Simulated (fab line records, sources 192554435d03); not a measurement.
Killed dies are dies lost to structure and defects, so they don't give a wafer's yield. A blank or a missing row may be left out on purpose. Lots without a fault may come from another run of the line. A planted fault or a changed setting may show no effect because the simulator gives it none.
A struck lot beside a sound one | flow n5_finfet | 14 steps out of a route of 1938
Sound: wafers L740.1, L740.2, L740.5. Struck: wafer L749.3. (L749.5 of the same lot was not struck and is left out.) The cause comes at the end.
At each step with rows: each side's tool, then ch and its chambers, then its first start. Under that, the readings that differ: sound wafers | struck wafers | difference of the means | sigmas: that difference in standard deviations of wafers without a fault.
alike: readings whose means differ by less than 2 such deviations, and words and numbers that are the same on both sides. not compared: withheld readings, readings that some wafer has no value for, bounds like >300 that may hide the same value, and numbers for which the record gives no deviation and whose values overlap.
The two part at a step that has a row with sigmas, a row that says differs or no value, or rows on one side only. Numbers that don't overlap but have no deviation are shown without sigmas and don't part them. A reading that every wafer of one side lacks parts them only if that side has two wafers or more.

first, 8 steps without rows for these wafers: N5_BEOL_M6_COAT_59 (time 60 s, resist thk 100 nm); N5_BEOL_M6_COAT_60 (time 60 s, resist thk 35 nm); N5_BEOL_M6_COAT_05 (resist thk 90 nm); N5_BEOL_M6_EBR_07; N5_BEOL_M6_SOFTBAKE_06 (time 60 s); N5_BEOL_M6_EXPOSE_08 (exposes mask M6); N5_BEOL_M6_PEB_09 (peb time 60 s); N5_BEOL_M6_DEVELOP_10 (develop time 30 s).
N5_BEOL_M6_CD_MEAS_11: target cd 38.5 nm.
  sound on cd_sem-03 ch 0, day 9 17:40; struck on cd_sem-02 ch 0, day 12 11:36
  alike: cd_nm
N5_BEOL_M6_OVL_MEAS_12:
  sound on overlay-01 ch 0, day 9 17:42; struck on overlay-02 ch 0, day 12 11:37
  alike: M6_OVL
N5_BEOL_M6_INSPECT_13: inspects for defects (brightfield).
  sound on defect_inspect-02, day 9 17:43; struck on defect_inspect-02, day 12 11:39
  alike: raw_defect_count
N5_BEOL_M6_DESCUM_16: chemistry O2, time 7.9 s.
  sound on rie_diel-06 ch 0,1,2, day 9 17:45; struck on rie_diel-05 ch 1, day 12 11:41
  alike: drypump_motor_current_A, oes_product_au, rf_vpp_V, showerhead_plenum_p_Torr, throttle_valve_pct
  not compared: rf_hours_counter_h
N5_BEOL_M6_ETCH_61: etches SiARC in CF4, target depth 45.5 nm, time 75.8 s.
  sound on rie_diel-06 ch 0,1,2, day 9 17:47; struck on rie_diel-05 ch 1, day 12 11:43
  reading               | sound          | struck | difference | sigmas
  etch_rf_on_time_s (s) | 76.0 74.2 75.1 | 43.9   | -31.2      | -28
  oes_product_au (a.u.) | 0.61 0.73 0.73 | 1.02   | +0.33      | +5
  alike: drypump_motor_current_A, rf_vpp_V, showerhead_plenum_p_Torr, throttle_valve_pct
  not compared: rf_hours_counter_h
N5_BEOL_M6_ETCH_62: etches SOC in N2/H2, target depth 110 nm, overetch 22 nm, time 165 s.
  sound on rie_diel-06 ch 0,1,2, day 9 17:51; struck on rie_diel-05 ch 1, day 12 11:46
  alike: drypump_motor_current_A, oes_product_au, rf_vpp_V, showerhead_plenum_p_Torr, throttle_valve_pct
  not compared: rf_hours_counter_h

WHERE THEY PART
Only at N5_BEOL_M6_ETCH_61, within this record. Later steps at which nothing parts them and some readings are alike: N5_BEOL_M6_ETCH_62.

WHY: what the simulator had put in
Process parameter drift: rie_diel-05, from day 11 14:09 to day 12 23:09, at N5_BEOL_M6_ETCH_61. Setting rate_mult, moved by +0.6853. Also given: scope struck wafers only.
